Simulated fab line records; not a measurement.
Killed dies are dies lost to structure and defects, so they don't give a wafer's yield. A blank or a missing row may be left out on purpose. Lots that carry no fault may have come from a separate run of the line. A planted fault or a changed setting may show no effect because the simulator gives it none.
Which of the tools did it? / flow n5Finfet / 24 lots with 72 wafers sampled at 6 steps, on a route of 1938 steps

WHAT EACH GAUGE READ, for each wafer
N5_BEOL_M1_CD_MEAS_28: target cd y 23.3 nm.
lot=L074; measured=day 6 05:11; on=cdSem-01; cdNm (nm)=23.99 24.00 23.78
lot=L075; measured=day 6 10:59; on=cdSem-03; cdNm (nm)=23.75 23.89 24.07
lot=L076; measured=day 6 16:39; on=cdSem-02; cdNm (nm)=23.78 23.81 23.75
lot=L077; measured=day 6 22:23; on=cdSem-02; cdNm (nm)=23.99 23.91 24.27
lot=L078; measured=day 7 02:32; on=cdSem-02; cdNm (nm)=24.26 24.02 24.07
lot=L079; measured=day 7 06:28; on=cdSem-02; cdNm (nm)=23.67 23.86 23.69
lot=L080; measured=day 7 16:05; on=cdSem-01; cdNm (nm)=24.30 24.03 24.27
lot=L081; measured=day 8 01:08; on=cdSem-03; cdNm (nm)=24.31 24.29 24.16
lot=L083; measured=day 8 08:43; on=cdSem-03; cdNm (nm)=23.89 24.24 24.00
lot=L082; measured=day 8 13:53; on=cdSem-03; cdNm (nm)=24.07 24.32 24.22
lot=L084; measured=day 8 15:01; on=cdSem-02; cdNm (nm)=23.88 24.43 24.29
lot=L085; measured=day 8 18:20; on=cdSem-02; cdNm (nm)=24.16 24.30 24.09
lot=L086; measured=day 9 01:35; on=cdSem-02; cdNm (nm)=23.79 23.57 23.73
lot=L087; measured=day 9 14:28; on=cdSem-03; cdNm (nm)=23.81 23.55 24.20
lot=L089; measured=day 9 23:35; on=cdSem-02; cdNm (nm)=23.92 23.96 24.05
lot=L088; measured=day 10 04:31; on=cdSem-01; cdNm (nm)=24.47 24.06 24.39
lot=L090; measured=day 10 08:28; on=cdSem-02; cdNm (nm)=23.91 23.93 23.88
lot=L091; measured=day 10 13:25; on=cdSem-02; cdNm (nm)=24.05 23.87 24.03
lot=L093; measured=day 10 23:28; on=cdSem-02; cdNm (nm)=24.05 23.69 23.80
lot=L092; measured=day 10 23:52; on=cdSem-01; cdNm (nm)=24.20 23.88 24.04
lot=L094; measured=day 11 06:32; on=cdSem-03; cdNm (nm)=23.87 24.24 24.41
lot=L096; measured=day 11 11:40; on=cdSem-03; cdNm (nm)=24.25 24.57 24.15
lot=L095; measured=day 11 12:10; on=cdSem-02; cdNm (nm)=23.92 23.77 23.89
lot=L097; measured=day 11 18:48; on=cdSem-03; cdNm (nm)=24.37 24.15 24.17

N5_BEOL_M1_CD_MEAS_35: target cd 18 nm, target cd y 21 nm.
lot=L074; measured=day 6 10:27; on=cdSem-02; cdNm (nm)=18.1 18.2 18.4
lot=L075; measured=day 6 15:11; on=cdSem-02; cdNm (nm)=18.4 18.5 18.2
lot=L076; measured=day 6 18:13; on=cdSem-01; cdNm (nm)=17.1 17.8 17.8
lot=L077; measured=day 6 23:31; on=cdSem-03; cdNm (nm)=17.6 17.5 17.8
lot=L078; measured=day 7 04:08; on=cdSem-01; cdNm (nm)=18.0 17.5 18.2
lot=L079; measured=day 7 07:32; on=cdSem-03; cdNm (nm)=17.6 17.5 17.8
lot=L080; measured=day 7 17:10; on=cdSem-01; cdNm (nm)=18.0 17.6 18.1
lot=L081; measured=day 8 02:40; on=cdSem-01; cdNm (nm)=18.4 18.1 17.6
lot=L083; measured=day 8 12:21; on=cdSem-03; cdNm (nm)=18.0 17.8 17.7
lot=L082; measured=day 8 17:20; on=cdSem-01; cdNm (nm)=18.2 18.3 18.3
lot=L084; measured=day 8 17:26; on=cdSem-02; cdNm (nm)=18.1 18.0 17.4
lot=L085; measured=day 8 20:28; on=cdSem-01; cdNm (nm)=18.3 18.7 17.9
lot=L086; measured=day 9 04:41; on=cdSem-01; cdNm (nm)=18.0 17.6 18.0
lot=L087; measured=day 9 16:21; on=cdSem-03; cdNm (nm)=17.5 17.6 18.1
lot=L089; measured=day 10 03:41; on=cdSem-03; cdNm (nm)=17.9 18.0 18.0
lot=L088; measured=day 10 18:17; on=cdSem-03; cdNm (nm)=17.4 17.8 17.9
lot=L090; measured=day 10 18:11; on=cdSem-01; cdNm (nm)=17.6 17.6 17.9
lot=L091; measured=day 10 22:46; on=cdSem-02; cdNm (nm)=18.6 18.1 18.2
lot=L093; measured=day 11 02:26; on=cdSem-02; cdNm (nm)=18.4 18.2 18.4
lot=L092; measured=day 11 06:47; on=cdSem-03; cdNm (nm)=17.6 17.8 17.9
lot=L094; measured=day 11 10:07; on=cdSem-01; cdNm (nm)=18.4 18.1 18.1
lot=L096; measured=day 11 13:12; on=cdSem-03; cdNm (nm)=18.7 17.9 18.6
lot=L095; measured=day 11 14:17; on=cdSem-03; cdNm (nm)=17.7 18.0 17.9
lot=L097; measured=day 11 20:10; on=cdSem-01; cdNm (nm)=18.2 18.1 17.4

N5_BEOL_M1_THK_MEAS_53: measures by xrf.
lot=L074; measured=day 6 15:23; on=filmMetro-01; M1_THK (nm)=40.7 41.4 42.9
lot=L075; measured=day 6 18:56; on=filmMetro-02; M1_THK (nm)=40.2 40.5 42.3
lot=L076; measured=day 6 21:29; on=filmMetro-02; M1_THK (nm)=41.0 40.3 42.8
lot=L077; measured=day 7 03:44; on=filmMetro-02; M1_THK (nm)=41.2 42.8 41.6
lot=L078; measured=day 7 07:32; on=filmMetro-02; M1_THK (nm)=40.8 42.8 41.3
lot=L079; measured=day 7 12:10; on=filmMetro-02; M1_THK (nm)=42.1 41.9 42.2
lot=L080; measured=day 7 21:55; on=filmMetro-02; M1_THK (nm)=39.0 41.7 41.2
lot=L081; measured=day 8 06:44; on=filmMetro-01; M1_THK (nm)=38.8 39.7 40.4
lot=L083; measured=day 8 16:51; on=filmMetro-02; M1_THK (nm)=39.6 40.6 39.2
lot=L082; measured=day 8 20:50; on=filmMetro-01; M1_THK (nm)=41.1 41.1 41.3
lot=L084; measured=day 8 21:04; on=filmMetro-01; M1_THK (nm)=40.0 42.5 43.5
lot=L085; measured=day 9 00:05; on=filmMetro-01; M1_THK (nm)=39.9 43.6 42.0
lot=L086; measured=day 9 07:58; on=filmMetro-02; M1_THK (nm)=39.0 39.8 40.4
lot=L087; measured=day 9 19:31; on=filmMetro-02; M1_THK (nm)=41.3 41.9 41.6
lot=L089; measured=day 10 07:02; on=filmMetro-02; M1_THK (nm)=42.7 41.0 41.1
lot=L088; measured=day 10 23:32; on=filmMetro-01; M1_THK (nm)=39.7 40.2 43.0
lot=L090; measured=day 10 21:41; on=filmMetro-01; M1_THK (nm)=41.8 40.3 41.9
lot=L091; measured=day 11 02:18; on=filmMetro-01; M1_THK (nm)=41.4 41.1 40.9
lot=L093; measured=day 11 05:55; on=filmMetro-01; M1_THK (nm)=38.9 41.5 41.0
lot=L092; measured=day 11 10:25; on=filmMetro-02; M1_THK (nm)=42.0 42.1 41.5
lot=L094; measured=day 11 13:20; on=filmMetro-01; M1_THK (nm)=39.9 41.6 39.9
lot=L096; measured=day 11 17:19; on=filmMetro-02; M1_THK (nm)=39.8 42.8 42.7
lot=L095; measured=day 11 18:04; on=filmMetro-02; M1_THK (nm)=38.5 38.2 39.9
lot=L097; measured=day 11 23:59; on=filmMetro-02; M1_THK (nm)=38.7 39.2 38.4

WHAT TOOL EACH LOT RAN ON (gives the tool, then ch and the chambers of the sampled wafers, and finally the start)
lot=L074; N5_BEOL_M1_SPUTTER_48=pvdSputter-01, day 6 12:51; N5_BEOL_M1_SPUTTER_81=pvdSputter-01, day 6 13:17; N5_BEOL_M1_SPUTTER_88=pvdSputter-01, day 6 13:44
lot=L075; N5_BEOL_M1_SPUTTER_48=pvdSputter-03, day 6 16:23; N5_BEOL_M1_SPUTTER_81=pvdSputter-03, day 6 16:50; N5_BEOL_M1_SPUTTER_88=pvdSputter-03, day 6 17:16
lot=L076; N5_BEOL_M1_SPUTTER_48=pvdSputter-02, day 6 18:56; N5_BEOL_M1_SPUTTER_81=pvdSputter-02, day 6 19:22; N5_BEOL_M1_SPUTTER_88=pvdSputter-02, day 6 19:49
lot=L077; N5_BEOL_M1_SPUTTER_48=pvdSputter-03, day 7 01:10; N5_BEOL_M1_SPUTTER_81=pvdSputter-03, day 7 01:37; N5_BEOL_M1_SPUTTER_88=pvdSputter-03, day 7 02:03
lot=L078; N5_BEOL_M1_SPUTTER_48=pvdSputter-02, day 7 04:59; N5_BEOL_M1_SPUTTER_81=pvdSputter-02, day 7 05:26; N5_BEOL_M1_SPUTTER_88=pvdSputter-02, day 7 05:52
lot=L079; N5_BEOL_M1_SPUTTER_48=pvdSputter-01, day 7 09:08; N5_BEOL_M1_SPUTTER_81=pvdSputter-01, day 7 09:34; N5_BEOL_M1_SPUTTER_88=pvdSputter-01, day 7 10:01
lot=L080; N5_BEOL_M1_SPUTTER_48=pvdSputter-03, day 7 19:22; N5_BEOL_M1_SPUTTER_81=pvdSputter-03, day 7 19:49; N5_BEOL_M1_SPUTTER_88=pvdSputter-03, day 7 20:15
lot=L081; N5_BEOL_M1_SPUTTER_48=pvdSputter-02, day 8 04:01; N5_BEOL_M1_SPUTTER_81=pvdSputter-02, day 8 04:28; N5_BEOL_M1_SPUTTER_88=pvdSputter-02, day 8 04:54
lot=L083; N5_BEOL_M1_SPUTTER_48=pvdSputter-03, day 8 14:17; N5_BEOL_M1_SPUTTER_81=pvdSputter-03, day 8 14:44; N5_BEOL_M1_SPUTTER_88=pvdSputter-03, day 8 15:10
lot=L082; N5_BEOL_M1_SPUTTER_48=pvdSputter-01, day 8 18:05; N5_BEOL_M1_SPUTTER_81=pvdSputter-01, day 8 18:31; N5_BEOL_M1_SPUTTER_88=pvdSputter-01, day 8 18:58
lot=L084; N5_BEOL_M1_SPUTTER_48=pvdSputter-02, day 8 18:19; N5_BEOL_M1_SPUTTER_81=pvdSputter-02, day 8 18:45; N5_BEOL_M1_SPUTTER_88=pvdSputter-02, day 8 19:11
lot=L085; N5_BEOL_M1_SPUTTER_48=pvdSputter-03, day 8 21:32; N5_BEOL_M1_SPUTTER_81=pvdSputter-03, day 8 21:59; N5_BEOL_M1_SPUTTER_88=pvdSputter-03, day 8 22:25
lot=L086; N5_BEOL_M1_SPUTTER_48=pvdSputter-03, day 9 05:25; N5_BEOL_M1_SPUTTER_81=pvdSputter-03, day 9 05:51; N5_BEOL_M1_SPUTTER_88=pvdSputter-03, day 9 06:17
lot=L087; N5_BEOL_M1_SPUTTER_48=pvdSputter-03, day 9 16:58; N5_BEOL_M1_SPUTTER_81=pvdSputter-03, day 9 17:24; N5_BEOL_M1_SPUTTER_88=pvdSputter-03, day 9 17:50
lot=L089; N5_BEOL_M1_SPUTTER_48=pvdSputter-02, day 10 04:29; N5_BEOL_M1_SPUTTER_81=pvdSputter-02, day 10 04:56; N5_BEOL_M1_SPUTTER_88=pvdSputter-02, day 10 05:22
lot=L088; N5_BEOL_M1_SPUTTER_48=pvdSputter-02, day 10 20:59; N5_BEOL_M1_SPUTTER_81=pvdSputter-02, day 10 21:26; N5_BEOL_M1_SPUTTER_88=pvdSputter-02, day 10 21:52
lot=L090; N5_BEOL_M1_SPUTTER_48=pvdSputter-02, day 10 19:09; N5_BEOL_M1_SPUTTER_81=pvdSputter-02, day 10 19:35; N5_BEOL_M1_SPUTTER_88=pvdSputter-02, day 10 20:02
lot=L091; N5_BEOL_M1_SPUTTER_48=pvdSputter-02, day 10 23:39; N5_BEOL_M1_SPUTTER_81=pvdSputter-02, day 11 00:05; N5_BEOL_M1_SPUTTER_88=pvdSputter-02, day 11 00:32
lot=L093; N5_BEOL_M1_SPUTTER_48=pvdSputter-03, day 11 03:21; N5_BEOL_M1_SPUTTER_81=pvdSputter-03, day 11 03:47; N5_BEOL_M1_SPUTTER_88=pvdSputter-03, day 11 04:14
lot=L092; N5_BEOL_M1_SPUTTER_48=pvdSputter-03, day 11 07:52; N5_BEOL_M1_SPUTTER_81=pvdSputter-03, day 11 08:19; N5_BEOL_M1_SPUTTER_88=pvdSputter-03, day 11 08:45
lot=L094; N5_BEOL_M1_SPUTTER_48=pvdSputter-01, day 11 10:47; N5_BEOL_M1_SPUTTER_81=pvdSputter-01, day 11 11:14; N5_BEOL_M1_SPUTTER_88=pvdSputter-01, day 11 11:40
lot=L096; N5_BEOL_M1_SPUTTER_48=pvdSputter-03, day 11 14:46; N5_BEOL_M1_SPUTTER_81=pvdSputter-03, day 11 15:12; N5_BEOL_M1_SPUTTER_88=pvdSputter-03, day 11 15:38
lot=L095; N5_BEOL_M1_SPUTTER_48=pvdSputter-01, day 11 15:32; N5_BEOL_M1_SPUTTER_81=pvdSputter-01, day 11 15:58; N5_BEOL_M1_SPUTTER_88=pvdSputter-01, day 11 16:25
lot=L097; N5_BEOL_M1_SPUTTER_48=pvdSputter-01, day 11 21:26; N5_BEOL_M1_SPUTTER_81=pvdSputter-01, day 11 21:53; N5_BEOL_M1_SPUTTER_88=pvdSputter-01, day 11 22:19
- N5_BEOL_M1_SPUTTER_48: material Cu, target thk 4.5 nm, time 8.29 s.
- N5_BEOL_M1_SPUTTER_81: material Cu, target thk 4.5 nm, time 8.29 s.
- N5_BEOL_M1_SPUTTER_88: material Cu, target thk 4.5 nm, time 8.29 s.

WHAT THE TOOLS THEMSELVES READ (means of the sampled wafers that have a number; where no wafer has one, the mark that the record gives instead)
N5_BEOL_M1_SPUTTER_48.
lot=L074; tool=pvdSputter-01; throttleValvePct (%)=30.1
lot=L075; tool=pvdSputter-03; throttleValvePct (%)=30.4
lot=L076; tool=pvdSputter-02; throttleValvePct (%)=29.6
lot=L077; tool=pvdSputter-03; throttleValvePct (%)=29.6
lot=L078; tool=pvdSputter-02; throttleValvePct (%)=30.2
lot=L079; tool=pvdSputter-01; throttleValvePct (%)=30.5
lot=L080; tool=pvdSputter-03; throttleValvePct (%)=29.1
lot=L081; tool=pvdSputter-02; throttleValvePct (%)=30.5
lot=L083; tool=pvdSputter-03; throttleValvePct (%)=31.0
lot=L082; tool=pvdSputter-01; throttleValvePct (%)=30.4
lot=L084; tool=pvdSputter-02; throttleValvePct (%)=29.9
lot=L085; tool=pvdSputter-03; throttleValvePct (%)=29.9
lot=L086; tool=pvdSputter-03; throttleValvePct (%)=31.2
lot=L087; tool=pvdSputter-03; throttleValvePct (%)=29.8
lot=L089; tool=pvdSputter-02; throttleValvePct (%)=29.5
lot=L088; tool=pvdSputter-02; throttleValvePct (%)=30.4
lot=L090; tool=pvdSputter-02; throttleValvePct (%)=29.4
lot=L091; tool=pvdSputter-02; throttleValvePct (%)=29.6
lot=L093; tool=pvdSputter-03; throttleValvePct (%)=29.7
lot=L092; tool=pvdSputter-03; throttleValvePct (%)=30.4
lot=L094; tool=pvdSputter-01; throttleValvePct (%)=30.1
lot=L096; tool=pvdSputter-03; throttleValvePct (%)=29.7
lot=L095; tool=pvdSputter-01; throttleValvePct (%)=30.4
lot=L097; tool=pvdSputter-01; throttleValvePct (%)=30.6

N5_BEOL_M1_SPUTTER_81.
lot=L074; tool=pvdSputter-01; throttleValvePct (%)=29.9
lot=L075; tool=pvdSputter-03; throttleValvePct (%)=30.4
lot=L076; tool=pvdSputter-02; throttleValvePct (%)=29.5
lot=L077; tool=pvdSputter-03; throttleValvePct (%)=29.7
lot=L078; tool=pvdSputter-02; throttleValvePct (%)=30.0
lot=L079; tool=pvdSputter-01; throttleValvePct (%)=30.4
lot=L080; tool=pvdSputter-03; throttleValvePct (%)=29.1
lot=L081; tool=pvdSputter-02; throttleValvePct (%)=30.6
lot=L083; tool=pvdSputter-03; throttleValvePct (%)=31.1
lot=L082; tool=pvdSputter-01; throttleValvePct (%)=30.6
lot=L084; tool=pvdSputter-02; throttleValvePct (%)=29.8
lot=L085; tool=pvdSputter-03; throttleValvePct (%)=30.1
lot=L086; tool=pvdSputter-03; throttleValvePct (%)=30.9
lot=L087; tool=pvdSputter-03; throttleValvePct (%)=29.8
lot=L089; tool=pvdSputter-02; throttleValvePct (%)=29.5
lot=L088; tool=pvdSputter-02; throttleValvePct (%)=30.6
lot=L090; tool=pvdSputter-02; throttleValvePct (%)=29.4
lot=L091; tool=pvdSputter-02; throttleValvePct (%)=29.4
lot=L093; tool=pvdSputter-03; throttleValvePct (%)=29.5
lot=L092; tool=pvdSputter-03; throttleValvePct (%)=30.6
lot=L094; tool=pvdSputter-01; throttleValvePct (%)=30.0
lot=L096; tool=pvdSputter-03; throttleValvePct (%)=29.6
lot=L095; tool=pvdSputter-01; throttleValvePct (%)=30.6
lot=L097; tool=pvdSputter-01; throttleValvePct (%)=30.8

N5_BEOL_M1_SPUTTER_88.
lot=L074; tool=pvdSputter-01; throttleValvePct (%)=29.8
lot=L075; tool=pvdSputter-03; throttleValvePct (%)=30.7
lot=L076; tool=pvdSputter-02; throttleValvePct (%)=29.6
lot=L077; tool=pvdSputter-03; throttleValvePct (%)=29.7
lot=L078; tool=pvdSputter-02; throttleValvePct (%)=29.9
lot=L079; tool=pvdSputter-01; throttleValvePct (%)=30.6
lot=L080; tool=pvdSputter-03; throttleValvePct (%)=29.2
lot=L081; tool=pvdSputter-02; throttleValvePct (%)=30.5
lot=L083; tool=pvdSputter-03; throttleValvePct (%)=31.0
lot=L082; tool=pvdSputter-01; throttleValvePct (%)=30.5
lot=L084; tool=pvdSputter-02; throttleValvePct (%)=29.8
lot=L085; tool=pvdSputter-03; throttleValvePct (%)=30.0
lot=L086; tool=pvdSputter-03; throttleValvePct (%)=30.9
lot=L087; tool=pvdSputter-03; throttleValvePct (%)=29.7
lot=L089; tool=pvdSputter-02; throttleValvePct (%)=29.3
lot=L088; tool=pvdSputter-02; throttleValvePct (%)=30.6
lot=L090; tool=pvdSputter-02; throttleValvePct (%)=29.4
lot=L091; tool=pvdSputter-02; throttleValvePct (%)=29.3
lot=L093; tool=pvdSputter-03; throttleValvePct (%)=29.5
lot=L092; tool=pvdSputter-03; throttleValvePct (%)=30.7
lot=L094; tool=pvdSputter-01; throttleValvePct (%)=29.9
lot=L096; tool=pvdSputter-03; throttleValvePct (%)=29.5
lot=L095; tool=pvdSputter-01; throttleValvePct (%)=30.6
lot=L097; tool=pvdSputter-01; throttleValvePct (%)=30.7

THE ANSWER, worked out from the rows above alone
Rule: usual is defined by the lots themselves. The widest of any qualifying gaps counts: lots, ordered by their means at a reading, are off when they make up no more than a third of the lots, leave a main group of 4 or more, and stand apart from it by 3 or more times the standard deviation of that group's means. A main group is skipped when, at the precision printed for the reading in the tables above, its means are all equal. Also off: a lot with no number at a reading for which 4 or more lots have one. All remaining lots with rows at the step are treated as sound. After the gauges, taken in route order, come the tools' own readings; for these a lot's mean is taken, as printed above. At the first step where some lot is off, the reading lying furthest off is the one used; lots without a number count as furthest.
Nothing can be told from this: no lot is off at any reading shown.

WHAT THE SIMULATOR HAD PUT IN
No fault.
